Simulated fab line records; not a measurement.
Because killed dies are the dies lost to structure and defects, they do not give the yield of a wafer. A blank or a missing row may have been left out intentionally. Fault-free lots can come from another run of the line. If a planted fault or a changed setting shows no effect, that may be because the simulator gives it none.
Shared-tool check :: flow nand-harc :: 4 lots, 12 wafers sampled

## WHY THIS WAS OPENED
On 1 of the 4 lots, a flag is raised at NHARC_END_SORT_01 on the reading killed-at-periphery. Fault-free wafers read 3.5, with a standard deviation of 2.5.
Rule: a lot is flagged in two cases, either no wafer of it has a number, or all its wafers with numbers fall more than 4 standard deviations from that mean. The rest of the lots are taken to be sound.

lot: L719
measured: day 28 11:56
on: prober-02
killed-at-periphery, wafer by wafer: 1 1 2
flag: 

lot: L720
measured: day 29 02:26
on: prober-01
killed-at-periphery, wafer by wafer: 5 4 5
flag: 

lot: L724
measured: day 30 09:28
on: prober-02
killed-at-periphery, wafer by wafer: 22 23 21
flag: FLAGGED

lot: L733
measured: day 34 04:04
on: prober-02
killed-at-periphery, wafer by wafer: 1 5 1
flag: 
The mean of the flagged lots' numbers is 22.0, +18.5 from the usual (+7 standard deviations).

## WHICH TOOL EACH LOT WENT THROUGH
The record holds 3 process steps before the reading, out of a route of 1302 steps. Read each cell as the tool, then ch plus the chambers that the sampled wafers visited, then the start.
lot: L719
flag: 
NHARC_P_M0_PRE_CLEAN_29: pvd-sputter-02, day 10 04:32
NHARC_P_M0_PVD_21: pvd-sputter-02, day 10 06:00 or earlier
NHARC_P_M1_ETCH_15: rie-diel-03 ch 0,2, day 28 11:56 or earlier

lot: L720
flag: 
NHARC_P_M0_PRE_CLEAN_29: pvd-sputter-02, day 10 13:03
NHARC_P_M0_PVD_21: pvd-sputter-02, day 10 14:24 or earlier
NHARC_P_M1_ETCH_15: rie-diel-10 ch 0,1,2, day 29 02:26 or earlier

lot: L724
flag: FLAGGED
NHARC_P_M0_PRE_CLEAN_29: pvd-sputter-02, day 12 04:55
NHARC_P_M0_PVD_21: pvd-sputter-02, day 12 06:17 or earlier
NHARC_P_M1_ETCH_15: rie-diel-04 ch 0,2,3, day 30 09:28 or earlier

lot: L733
flag: 
NHARC_P_M0_PRE_CLEAN_29: pvd-sputter-01, day 15 13:35
NHARC_P_M0_PVD_21: pvd-sputter-01, day 15 14:55 or earlier
NHARC_P_M1_ETCH_15: rie-diel-03 ch 0,1,3, day 34 04:04 or earlier
What these steps do:
- NHARC_P_M0_PRE_CLEAN_29: time 30 s.
- NHARC_P_M0_PVD_21: deposits Cu, target thk 30 nm, time 20.49 s.
- NHARC_P_M1_ETCH_15: etches the open film in C4F8/Ar, target depth 182.5 nm, time 91.2 s.
- NHARC_END_SORT_01

## FLAGGED AGAINST TOTAL, ONE TOOL AT A TIME (gauges that did the reading follow at the end)
step: NHARC_P_M0_PRE_CLEAN_29
tool: pvd-sputter-01
lots run: 1
flagged: 0
share of the flagged lots: none
sound lots run after its first flagged lot: -

step: NHARC_P_M0_PRE_CLEAN_29
tool: pvd-sputter-02
lots run: 3
flagged: 1
share of the flagged lots: all
sound lots run after its first flagged lot: 0

step: NHARC_P_M0_PVD_21
tool: pvd-sputter-01
lots run: 1
flagged: 0
share of the flagged lots: none
sound lots run after its first flagged lot: -

step: NHARC_P_M0_PVD_21
tool: pvd-sputter-02
lots run: 3
flagged: 1
share of the flagged lots: all
sound lots run after its first flagged lot: 0

step: NHARC_P_M1_ETCH_15
tool: rie-diel-03
lots run: 2
flagged: 0
share of the flagged lots: none
sound lots run after its first flagged lot: -

step: NHARC_P_M1_ETCH_15
tool: rie-diel-04
lots run: 1
flagged: 1
share of the flagged lots: all
sound lots run after its first flagged lot: 0

step: NHARC_P_M1_ETCH_15
tool: rie-diel-10
lots run: 1
flagged: 0
share of the flagged lots: none
sound lots run after its first flagged lot: -

step: NHARC_END_SORT_01
tool: prober-01
lots run: 1
flagged: 0
share of the flagged lots: none
sound lots run after its first flagged lot: -

step: NHARC_END_SORT_01
tool: prober-02
lots run: 3
flagged: 1
share of the flagged lots: all
sound lots run after its first flagged lot: 1 (L733)
Because NHARC_P_M0_PVD_21 lacks a start for some lots, the hours and order of its lots are taken from NHARC_P_M0_THK_MEAS_24. Because NHARC_P_M1_ETCH_15 lacks a start for some lots, the hours and order of its lots are taken from NHARC_END_SORT_01.

## THE TABLE: WHAT IT ALLOWS
4 rows of the table ran every flagged lot: pvd-sputter-02 at NHARC_P_M0_PRE_CLEAN_29, pvd-sputter-02 at NHARC_P_M0_PVD_21, rie-diel-04 at NHARC_P_M1_ETCH_15, prober-02 at NHARC_END_SORT_01.
- pvd-sputter-02 at NHARC_P_M0_PRE_CLEAN_29 ran 3 lots, 1 of them flagged. Last sound lot L720 at day 10 13:03, first flagged lot L724 at day 12 04:55; a fault beginning in between fits.
- pvd-sputter-02 at NHARC_P_M0_PVD_21 ran 3 lots, 1 of them flagged. Last sound lot L720 at day 10 14:24, first flagged lot L724 at day 12 06:17; a fault beginning in between fits.
- rie-diel-04 at NHARC_P_M1_ETCH_15: 1 of its 1 lot flagged. It ran no sound lot before its first flagged lot in this sample, so the start can't be narrowed down.
- prober-02 at NHARC_END_SORT_01 ran 3 lots, 1 of them flagged. After the first flagged lot (L733), sound lots still ran on it; a lasting fault on the whole tool would not permit that.
Counting lots can't tell these 2 tools apart, because each fits a fault that began at some hour. More lots, or a look at what each step does to the wafer, might.

## WHAT THE SIMULATOR HAD INSERTED
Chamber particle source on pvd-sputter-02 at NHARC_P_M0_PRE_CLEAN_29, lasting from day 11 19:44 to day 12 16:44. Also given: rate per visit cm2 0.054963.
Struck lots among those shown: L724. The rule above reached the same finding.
